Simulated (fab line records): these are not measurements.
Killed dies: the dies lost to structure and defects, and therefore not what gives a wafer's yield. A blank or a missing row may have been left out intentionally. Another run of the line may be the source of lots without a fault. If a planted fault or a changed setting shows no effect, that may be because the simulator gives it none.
fab line records    flow n5-finfet
record lots=4  wafers=12  last-day=17
route steps=1938 shown SD_EPI_P@319 SD_ACTIVATION@330 ILD0@335 SDB@347 BEOL_M4@1111
lots that met no fault: from a run of the same line without faults
start-h: the number of hours between the record's first day and the start of the first shown wafer of the lot    wait-h: time in hours since the lot's previous step    " unchanged from the row above    L1.1+2: one row covering several wafers at once    - either no value or no given start    * or withheld: withheld    < > ~ a bound
route shown NAME@n: names a module that has steps shown in the file, with the first one's number in the route    usual: average and standard deviation across the fault-free wafers    same: alike in all rows    chamber/n: place in a boat    sites: the reading at each site    _std_site: how widely they spread, as a standard deviation    _edge_site: mean of outer sites minus mean of inner sites    radius-mm: for every site, how far away it sits from the centre of the wafer    mask NAME#n: copy n    behind: the tool/chamber that last shaped the wafer    hold: why the lot went on hold/how many hours it stayed there/how the hold came to an end    device: the transistor (n, p or np) that didn't switch    end of line: the route-end tests of the same wafers    step lacking rows: just its recipe    killed: count of dies lost to structure and defects at first sort (not the wafer's yield)    map: the dies of a wafer, with x for killed, . for not killed, _ for no die there
set.NAME: the run value of the setting; set.NAME@STEP: its run value at that earlier step    model.NAME: the simulator's own value behind a step, which no gauge read
certain route steps with their lots: each step a table, each wafer a row
services: from which hour (start-h, from the record's first day; less than 0 if before it) a tool's chamber was out of use, for how many hours, and why
## steps
# step N5_SD_EPI_P_PRECLEAN_51
# recipe chemistry=NF3:NH3  afs-cycles=1  temp-c=30  time-s=20  sublimation-temp-c=180  sublimation-time-s=60  pressure-torr=3  rf-power-w=30
# step N5_SD_EPI_P_VAPOR_ETCH_44
# recipe chemistry=NF3/Ar  target=SiGe30  temp-c=25  time-s=3.3  mode=isotropic
# step N5_SD_EPI_P_EPI_21
# recipe material=SiGe:B  dopant=B  temp-c=550  pressure-torr=20  ambient=H2  time-s=355
# step N5_SD_EPI_P_HM_STRIP_48
# recipe chemistry=H3PO4  temp-c=160  material=SiNx  target=SiNx  target-depth-a=30  overetch-fraction=0.3
# step N5_SD_EPI_P_SRD_49
# recipe dry=ipa-marangoni  time-s=30  temp-c=23  rinse-liquid=diw
# step N5_SD_EPI_P_PRECLEAN_24
# recipe chemistry=O3/DIW  time-s=45  temp-c=22  o3-ppm=10
# step N5_SD_EPI_P_PRECLEAN_32
# recipe chemistry=dHF  time-s=10  dilution=500:1  temp-c=25
# step N5_SD_EPI_P_PRECLEAN_33
# recipe chemistry=SC2  time-s=45  temp-c=35  mix=1:1:50
# step N5_SD_EPI_P_SRD_25
# recipe time-s=30  temp-c=23  rinse-liquid=diw  dry=ipa-marangoni
# step N5_SD_ACTIVATION_RTA_00
# recipe temp-c=975  time-s=0  ambient=N2  idle-temp-c=600  ramp-up-c-per-s=150  ramp-down-c-per-s=60  cool-to-c=600
# step N5_SD_ACTIVATION_LSA_01
# recipe temp-c=1080  time-s=0.0008  ambient=N2
# usual wafer_temp_C_max=1086.7/1.1
lot.wafer  tool             chamber  start-h  wait-h  wafer_temp_C_max
L950.2     laser-anneal-01  0        106.88   0.2     1084.0
L950.4     "                0        "        "       1085.4
L950.6     "                0        "        "       1086.4
L954.2     laser-anneal-01  0        137.03   0.2     1075.1
L954.5     "                0        "        "       1073.1
L954.6     "                0        "        "       1076.4
L956.2     laser-anneal-01  0        142.67   0.2     1075.9
L956.3     "                0        "        "       1074.2
L956.6     "                0        "        "       1074.2
L963.1     laser-anneal-02  0        187.42   0.2     1087.6
L963.3     "                0        "        "       1087.3
L963.5     "                0        "        "       1086.5
# step N5_SD_ACTIVATION_RS_MEAS_03
# recipe thk-meas-gauge=four-point-probe
# usual RS_SD_N=21.80/0.28  RS_SD_P=55.9/0.94
lot.wafer  tool           chamber  start-h  wait-h  RS_SD_N[ohm/sq]  RS_SD_P[ohm/sq]
L950.2     film-metro-02  -        107.07   0.2     21.75            55.4
L950.4     "              -        "        "       21.80            55.3
L950.6     "              -        "        "       21.88            54.6
L954.2     film-metro-01  -        137.22   0.2     23.04            55.2
L954.5     "              -        "        "       23.13            55.0
L954.6     "              -        "        "       22.76            54.3
L956.2     film-metro-02  -        142.87   0.2     22.96            55.7
L956.3     "              -        "        "       23.36            56.3
L956.6     "              -        "        "       22.88            56.9
L963.1     film-metro-02  -        187.63   0.2     21.77            55.6
L963.3     "              -        "        "       21.57            56.5
L963.5     "              -        "        "       21.54            56.2
# step N5_ILD0_LINER_00
# recipe material=SiNx  target-thk-a=40  temp-c=400  ald-precursor-family=SiH2I2  ald-co-reactant=N2/H2-plasma  pulse-time-s=1  purge-time-s=2  co-reactant-purge-time-s=2  ald-cycles=80  pressure-torr=2
# step N5_ILD0_FCVD_FILL_01
# recipe material=SiO2_flowable  target-thk-a=2000  temp-c=100  pressure-torr=0.8  rf-w=2000  time-s=328.3
# step N5_ILD0_CURE_02
# recipe temp-c=450  time-s=1800  ambient=steam  idle-temp-c=400  ramp-up-c-per-min=5  ramp-down-c-per-min=3  densification-p-h2o-torr=640
# step N5_ILD0_CMP_03
# recipe stop-on=SiNx  t-overpolish-s=1.9  post-cmp-clean=alkaline-brush  down-force-psi=4.1491  platen-rpm=51.796  pad-velocity-m-s=1.0306  target-thk-nm=197.38
# step N5_ILD0_CMP_07
# recipe stop-on=poly-Si  material=SiO2_flowable  t-overpolish-s=1.18  post-cmp-clean=alkaline-brush  down-force-psi=4.1491  platen-rpm=51.796  pad-velocity-m-s=1.0306  target-thk-nm=138.88
# step N5_ILD0_PRECLEAN_10
# recipe chemistry=NF3:NH3  afs-cycles=5  time-s=20  temp-c=30  sublimation-temp-c=180  sublimation-time-s=60  pressure-torr=3  rf-power-w=30
# step N5_ILD0_ALD_15
# recipe material=SiNx  target-thk-a=240  temp-c=400  ald-precursor-family=SiH2I2  ald-co-reactant=N2/H2-plasma  pulse-time-s=1  ald-cycles=480  purge-time-s=2  co-reactant-purge-time-s=2  pressure-torr=2
# step N5_ILD0_CMP_12
# recipe stop-on=poly-Si  material=SiNx  t-overpolish-s=6  post-cmp-clean=alkaline-brush  down-force-psi=2.5  platen-rpm=51.8  pad-velocity-m-s=1.0307  target-thk-nm=17.67
# step N5_SDB_HM_DEP_00
# recipe material=SiNx  target-thk-a=400  temp-c=400  precursor=SiH4/NH3/N2  pressure-torr=1.5  rf-w=300  time-s=35.3
# step N5_SDB_COAT_03
# recipe resist=SOC  temp-c=250  time-s=60  spin-rpm=1500  resist-thk-nm=100
# step N5_SDB_COAT_04
# recipe resist=SiARC  temp-c=220  time-s=60  spin-rpm=1500  resist-thk-nm=18
# step N5_SDB_COAT_05
# recipe resist=CAR-ArF  spin-rpm=1500  resist-thk-nm=90
# step N5_SDB_EBR_07
# recipe solvent=PGMEA  ebr-width-mm=1.5
# step N5_SDB_SOFTBAKE_06
# recipe temp-c=110  time-s=60  resist=CAR-ArF
# step N5_SDB_EXPOSE_08
# recipe mask-id=SDB  na=1.35  source-shape=conventional  sigma-outer=0.5  polarization=unpolarized  dose-mj=49.6
# step N5_SDB_PEB_09
# recipe peb-temp-c=withheld  peb-time-s=60  resist=CAR-ArF
# step N5_SDB_DEVELOP_10
# recipe develop-time-s=30  developer=TMAH  resist=CAR-ArF  rinse-liquid=diw  dry=air-spin  dev-temp-c=23
# step N5_SDB_DESCUM_16
# recipe chemistry=O2  time-s=7.9  source-power-w=50  bias-power-w=20  pressure-mtorr=20  rf-frequency-hz=2.712e+07  temp-c=40  resist=CAR-ArF  o2-flow-sccm=225
# step N5_SDB_ETCH_17
# recipe chemistry=CF4  target=SiARC  target-depth-a=234  mask-material=CAR-ArF  time-s=39  ion-energy-ev=80  pressure-mtorr=40  source-w=545  bias-w=36  Ar_flow_sccm=100  cf4-flow-sccm=100  ends=cleared
# step N5_BEOL_M4_RC_MEAS_101
# usual DIBL_N=35.7/1.5  DIBL_P=35.7/2  IOFF_N=0.155/0.026  IOFF_P=0.20/0.031  ION_N=675/11  ION_P=462/7.1  RC_DENSE_N=19.1/0.41  RC_N=15.6/0.31  RS_SD_N=28.2/0.35  SS_N=71.3/0.57  SS_P=73.1/0.56  VT_N=250/3  VT_P=-251/3
lot.wafer  tool       chamber  start-h  wait-h  DIBL_N[mV/V]  DIBL_P[mV/V]  IOFF_N[nA/um]  IOFF_P[nA/um]  ION_N[uA/um]  ION_P[uA/um]  RC_DENSE_N[ohm.um]  RC_N[ohm.um]  RS_SD_N[ohm/sq]  SS_N[mV/dec]  SS_P[mV/dec]  VT_N[mV]  VT_P[mV]
L950.2     prober-01  0        225.72   0.8     35.2          33.7          0.131          0.19           677           467           19.1                15.6          28.0             71.1          72.4          252       -248
L950.4     "          0        "        "       36.8          35.0          0.141          0.21           660           453           18.9                15.6          27.7             71.5          72.8          254       -248
L950.6     "          0        "        "       35.2          34.1          0.121          0.20           657           457           19.1                15.8          27.9             71.1          72.2          256       -251
L954.2     prober-01  0        253.04   0.2     34.3          34.6          0.140          0.20           661           458           19.7                16.1          29.8             71.4          72.4          252       -249
L954.5     "          0        "        "       36.2          37.5          0.199          0.26           702           482           20.1                16.4          29.3             71.1          73.9          244       -247
L954.6     "          0        "        "       35.0          35.6          0.158          0.21           672           461           20.3                16.7          29.3             71.0          72.9          247       -247
L956.2     prober-02  0        267.79   0.2     35.9          36.6          0.159          0.20           682           466           20.3                16.7          29.8             71.1          72.7          250       -255
L956.3     "          0        "        "       36.8          38.3          0.180          0.24           682           469           20.4                16.5          30.3             71.4          73.9          247       -249
L956.6     "          0        "        "       36.4          37.4          0.171          0.21           680           464           20.3                16.6          29.8             71.3          73.3          247       -251
L963.1     prober-02  0        311.93   0.0     36.3          37.6          0.193          0.26           693           474           19.1                15.5          28.2             71.5          73.7          245       -245
L963.3     "          0        "        "       35.5          35.5          0.161          0.22           678           457           19.2                15.5          27.7             71.8          72.8          249       -248
L963.5     "          0        "        "       33.8          34.1          0.143          0.20           677           466           18.8                15.4          28.0             70.8          72.3          250       -251
## services
tool             chamber  start-h  hours  kind
laser-anneal-02  -        116.13   2.6    repair
## key
first-sign step=N5_SD_ACTIVATION_LSA_01  reading=wafer_temp_C_max  direction=down  sigmas=10  usual=*  struck=*
effect step=N5_SD_ACTIVATION_RS_MEAS_03  reading=RS_SD_N  direction=up  sigmas=4.3  usual=21.80  struck=23.02
effect step=N5_BEOL_M4_RC_MEAS_101  reading=RS_SD_N  direction=up  sigmas=4.2  usual=28.2  struck=29.7
effect step=N5_BEOL_M4_RC_MEAS_101  reading=RC_N  direction=up  sigmas=2.9  usual=15.6  struck=16.5
effect step=N5_BEOL_M4_RC_MEAS_101  reading=RC_DENSE_N  direction=up  sigmas=2.5  usual=19.1  struck=20.2
met-at N5_SD_ACTIVATION_LSA_01
struck-wafers L954.2,L954.5,L954.6,L956.2,L956.3,L956.6
onset-between 106.88 137.03
fault kind=process-parameter-drift  tool=laser-anneal-01  chamber=-  onset-h=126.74  steps=N5_SD_ACTIVATION_LSA_01  channel=temp-c  offset=*  shape=step  end-h=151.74  stated=*
